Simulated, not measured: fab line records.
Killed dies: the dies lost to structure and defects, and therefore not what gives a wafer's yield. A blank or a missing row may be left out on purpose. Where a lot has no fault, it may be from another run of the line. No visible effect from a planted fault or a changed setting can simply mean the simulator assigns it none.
The tool behind it: which one? | flow nand_harc | Sampling: 15 lots, 43 wafers, 4 of 1302 route steps

## WHAT THE GAUGES SHOWED, per wafer
The record holds no reading of a measuring or inspecting step that can be judged against a usual standard deviation.

## WHAT TOOL EACH LOT RAN ON (gives the tool, then ch and the chambers of the sampled wafers, and finally the start)
lot  | NHARC_A_CONTACT_ETCH_122             | NHARC_A_CONTACT_ETCH_90            | NHARC_A_CONTACT_ETCH_96                       | NHARC_A_CONTACT_ETCH_76
L620 | har_cap_etch-02 ch 0,1, day 21 23:30 | rie_diel-10 ch 0,3, day 22 00:40   | rie_diel-10 ch 0,3, day 22 06:11 or earlier   | rie_diel-11 ch 0,1, day 22 06:11
L621 | har_cap_etch-02 ch 0,1, day 22 09:07 | rie_diel-10 ch 0,2,3, day 22 10:16 | rie_diel-10 ch 1,2,3, day 22 15:49 or earlier | rie_diel-10 ch 0,1,2, day 22 15:49
L623 | har_cap_etch-01 ch 0,1, day 22 16:41 | rie_diel-11 ch 1,2,3, day 22 17:52 | rie_diel-11 ch 0,3, day 22 23:35 or earlier   | rie_diel-10 ch 2,3, day 22 23:35
L622 | har_cap_etch-03 ch 0,1, day 22 20:05 | rie_diel-03 ch 0,3, day 22 21:09   | rie_diel-03 ch 0,3, day 23 05:18 or earlier   | rie_diel-03 ch 1,2, day 23 05:18
L626 | har_cap_etch-02 ch 0,1, day 23 20:38 | rie_diel-11 ch 0,1,3, day 23 21:45 | rie_diel-11 ch 0,1,3, day 24 03:07 or earlier | rie_diel-10 ch 0,1,2, day 24 03:07
L628 | har_cap_etch-01 ch 0,1, day 25 00:11 | rie_diel-11 ch 0,3, day 25 01:17   | rie_diel-11 ch 0,1, day 25 06:47 or earlier   | rie_diel-10 ch 0,3, day 25 06:47
L629 | har_cap_etch-03 ch 0,1, day 25 07:07 | rie_diel-11 ch 0,1, day 25 08:16   | rie_diel-11 ch 0,2,3, day 25 15:59 or earlier | rie_diel-10 ch 0,1, day 25 15:59
L630 | har_cap_etch-03 ch 0,1, day 25 17:44 | rie_diel-10 ch 0,1, day 25 19:07   | rie_diel-10 ch 0,1, day 25 19:20              | rie_diel-11 ch 0,1,3, day 26 02:39
L633 | har_cap_etch-03 ch 0,1, day 26 04:55 | rie_diel-11 ch 0, day 26 06:11     | rie_diel-11 ch 0,2, day 26 12:23 or earlier   | rie_diel-10 ch 2,3, day 26 12:23
L632 | har_cap_etch-01 ch 0,1, day 26 05:19 | rie_diel-10 ch 0,1,3, day 26 06:28 | rie_diel-10 ch 0,1, day 26 13:35 or earlier   | rie_diel-10 ch 0,1, day 26 13:35
L631 | har_cap_etch-03 ch 0,1, day 26 09:53 | rie_diel-10 ch 0,1, day 26 10:58   | rie_diel-10 ch 1,2, day 26 17:16 or earlier   | rie_diel-10 ch 3, day 26 17:16
L641 | har_cap_etch-01 ch 0,1, day 29 22:53 | rie_diel-10 ch 0,1,2, day 30 00:02 | rie_diel-10 ch 0,1,2, day 30 05:32 or earlier | rie_diel-03 ch 1,2,3, day 30 05:32
L640 | har_cap_etch-02 ch 0,1, day 30 00:01 | rie_diel-10 ch 0,2,3, day 30 01:09 | rie_diel-10 ch 0,1,2, day 30 07:40 or earlier | rie_diel-11 ch 1,2, day 30 07:40
L642 | har_cap_etch-03 ch 0,1, day 30 19:40 | rie_diel-10 ch 2,3, day 30 20:46   | rie_diel-10 ch 1,2,3, day 31 02:22 or earlier | rie_diel-10 ch 0,2,3, day 31 02:22
L643 | har_cap_etch-02 ch 0,1, day 30 20:37 | rie_diel-10 ch 1,2,3, day 30 21:58 | rie_diel-10 ch 0,2,3, day 31 03:26 or earlier | rie_diel-11 ch 0,3, day 31 03:26
- NHARC_A_CONTACT_ETCH_122: etches the open film in C4F8/O2/Ar, time 190 s, target depth 1850 nm.
- NHARC_A_CONTACT_ETCH_90: etches the open film in CH3F/O2, target depth 40 nm, time 85.7 s.
- NHARC_A_CONTACT_ETCH_96: etches the open film in C4F6/O2, target depth 20 nm, time 10 s.
- NHARC_A_CONTACT_ETCH_76: etches the open film in N2/H2, target depth 260 nm, time 475.3 s.

## WHAT THE TOOLS THEMSELVES READ (means of the sampled wafers that have a number; where no wafer has one, the mark that the record gives instead)
NHARC_A_CONTACT_ETCH_90. Usual: drypump_motor_current_A 6.2 A, standard deviation 0.33; oes_product_au 0.95 a.u., standard deviation 0.037; rf_vpp_V 244.3 V, standard deviation 1.8; showerhead_plenum_p_Torr 2.45 Torr, standard deviation 0.12; throttle_valve_pct 20.663 %, standard deviation 0.0085.
lot  | tool        | drypump_motor_current_A (A) | oes_product_au (a.u.) | rf_vpp_V (V) | showerhead_plenum_p_Torr (Torr) | throttle_valve_pct (%) | flag
L620 | rie_diel-10 | 6.3                         | 0.93                  | 245.4        | 2.51                            | 20.660                 |
L621 | rie_diel-10 | 6.4                         | 0.92                  | 243.9        | 2.42                            | 20.667                 |
L623 | rie_diel-11 | 5.9                         | 0.92                  | 244.2        | 2.44                            | 20.660                 |
L622 | rie_diel-03 | 6.3                         | 0.91                  | 243.3        | 2.37                            | 20.667                 |
L626 | rie_diel-11 | 5.9                         | 0.92                  | 244.5        | 2.50                            | 20.667                 |
L628 | rie_diel-11 | 6.0                         | 0.91                  | 245.4        | 2.51                            | 20.663                 |
L629 | rie_diel-11 | 5.6                         | 0.93                  | 244.2        | 2.42                            | 20.659                 |
L630 | rie_diel-10 | 6.1                         | 0.92                  | 245.1        | 2.54                            | 20.664                 |
L633 | rie_diel-11 | 5.8                         | 0.93                  | 245.3        | 2.45                            | 20.669                 |
L632 | rie_diel-10 | 6.2                         | 0.99                  | 244.7        | 2.48                            | 20.670                 |
L631 | rie_diel-10 | 6.0                         | 0.94                  | 245.0        | 2.55                            | 20.668                 |
L641 | rie_diel-10 | 6.2                         | 0.92                  | 243.8        | 2.47                            | 20.666                 |
L640 | rie_diel-10 | 6.4                         | 1.00                  | 244.0        | 2.40                            | 20.664                 |
L642 | rie_diel-10 | 6.6                         | 1.00                  | 242.9        | 2.31                            | 20.670                 |
L643 | rie_diel-10 | 6.4                         | 1.00                  | 241.9        | 2.38                            | 20.668                 |

NHARC_A_CONTACT_ETCH_96. Usual: drypump_motor_current_A 6.2 A, standard deviation 0.34; oes_product_au 0.968 a.u., standard deviation 0.027; rf_vpp_V 547 V, standard deviation 3.7; showerhead_plenum_p_Torr 3.91 Torr, standard deviation 0.18; throttle_valve_pct 26.903 %, standard deviation 0.0092.
lot  | tool        | drypump_motor_current_A (A) | oes_product_au (a.u.) | rf_vpp_V (V) | showerhead_plenum_p_Torr (Torr) | throttle_valve_pct (%) | flag
L620 | rie_diel-10 | 6.3                         | 0.945                 | 549          | 4.00                            | 26.904                 |
L621 | rie_diel-10 | 6.4                         | 0.948                 | 545          | 3.82                            | 26.905                 |
L623 | rie_diel-11 | 6.0                         | 0.938                 | 549          | 4.01                            | 26.893                 |
L622 | rie_diel-03 | 6.3                         | 0.935                 | 544          | 3.80                            | 26.906                 |
L626 | rie_diel-11 | 5.9                         | 0.943                 | 547          | 3.98                            | 26.908                 |
L628 | rie_diel-11 | 5.6                         | 0.948                 | 546          | 3.87                            | 26.911                 |
L629 | rie_diel-11 | 6.0                         | 0.957                 | 547          | 3.90                            | 26.894                 |
L630 | rie_diel-10 | 6.0                         | 0.956                 | 549          | 4.05                            | 26.896                 |
L633 | rie_diel-11 | 5.8                         | 0.962                 | 544          | 3.78                            | 26.904                 |
L632 | rie_diel-10 | 6.0                         | 1.004                 | 551          | 4.05                            | 26.902                 |
L631 | rie_diel-10 | 6.2                         | 0.949                 | 546          | 3.85                            | 26.904                 |
L641 | rie_diel-10 | 6.2                         | 0.948                 | 547          | 3.93                            | 26.892                 |
L640 | rie_diel-10 | 6.2                         | 1.013                 | 548          | 3.93                            | 26.902                 |
L642 | rie_diel-10 | 6.4                         | 0.994                 | 544          | 3.80                            | 26.903                 |
L643 | rie_diel-10 | 6.4                         | 0.996                 | 545          | 3.84                            | 26.896                 |

NHARC_A_CONTACT_ETCH_76. Usual: drypump_motor_current_A 6.2 A, standard deviation 0.33; n2_flow_sccm 150.1 sccm, standard deviation 0.49; oes_product_au 0.997 a.u., standard deviation 0.01; rf_vpp_V 430 V, standard deviation 3.1; showerhead_plenum_p_Torr 2.02 Torr, standard deviation 0.11; throttle_valve_pct 14.171 %, standard deviation 0.0098.
lot  | tool        | drypump_motor_current_A (A) | n2_flow_sccm (sccm) | oes_product_au (a.u.) | rf_vpp_V (V) | showerhead_plenum_p_Torr (Torr) | throttle_valve_pct (%) | flag
L620 | rie_diel-11 | 5.6                         | 150.0               | 0.996                 | 430          | 2.02                            | 14.168                 |
L621 | rie_diel-10 | 6.2                         | 150.1               | 1.004                 | 430          | 2.05                            | 14.162                 |
L623 | rie_diel-10 | 6.6                         | 150.4               | 0.985                 | 427          | 1.92                            | 14.170                 |
L622 | rie_diel-03 | 6.5                         | 150.2               | 0.995                 | 432          | 2.10                            | 14.163                 |
L626 | rie_diel-10 | 6.2                         | 150.2               | 0.996                 | 431          | 2.05                            | 14.178                 |
L628 | rie_diel-10 | 6.3                         | 150.3               | 1.007                 | 432          | 2.08                            | 14.178                 |
L629 | rie_diel-10 | 6.0                         | 150.6               | 1.002                 | 434          | 2.11                            | 14.174                 |
L630 | rie_diel-11 | 5.9                         | 149.9               | 0.998                 | 431          | 2.07                            | 14.166                 |
L633 | rie_diel-10 | 6.5                         | 149.6               | 0.910                 | 428          | 1.92                            | 14.174                 | OFF
L632 | rie_diel-10 | 6.1                         | 149.8               | 0.949                 | 433          | 2.13                            | 14.175                 | OFF
L631 | rie_diel-10 | 6.6                         | 149.9               | 0.904                 | 427          | 1.92                            | 14.165                 | OFF
L641 | rie_diel-03 | 6.3                         | 150.4               | 0.999                 | 429          | 2.01                            | 14.177                 |
L640 | rie_diel-11 | 5.6                         | 149.8               | 1.001                 | 431          | 2.06                            | 14.173                 |
L642 | rie_diel-10 | 6.4                         | 149.9               | 0.990                 | 430          | 1.99                            | 14.171                 |
L643 | rie_diel-11 | 6.0                         | 150.7               | 1.008                 | 431          | 2.07                            | 14.166                 |

## THE ANSWER, worked out from the rows above alone
Rule: lot off if the mean of its wafers having a number is beyond 3 standard deviations from the usual mean. Also off: a lot with no number at a reading for which 4 or more lots have one. The other lots that the step has rows for count as sound. The gauges are gone through in route order, then the tools' own readings, and for those a lot's mean is taken as printed above. At the first step where some lot is off, the reading lying furthest off is the one used; lots without a number count as furthest.
Off: L633, L632, L631 (NHARC_A_CONTACT_ETCH_76, oes_product_au).
A tool fits if, at that step or a process step before it, it ran every lot that is off, and no sound lot after the first of them. Because NHARC_A_CONTACT_ETCH_96 lacks a start for some lots, the hours and order of its lots are taken from NHARC_A_CONTACT_ETCH_76. Not one of the candidates tried fits.

## WHAT THE SIMULATOR PUT IN
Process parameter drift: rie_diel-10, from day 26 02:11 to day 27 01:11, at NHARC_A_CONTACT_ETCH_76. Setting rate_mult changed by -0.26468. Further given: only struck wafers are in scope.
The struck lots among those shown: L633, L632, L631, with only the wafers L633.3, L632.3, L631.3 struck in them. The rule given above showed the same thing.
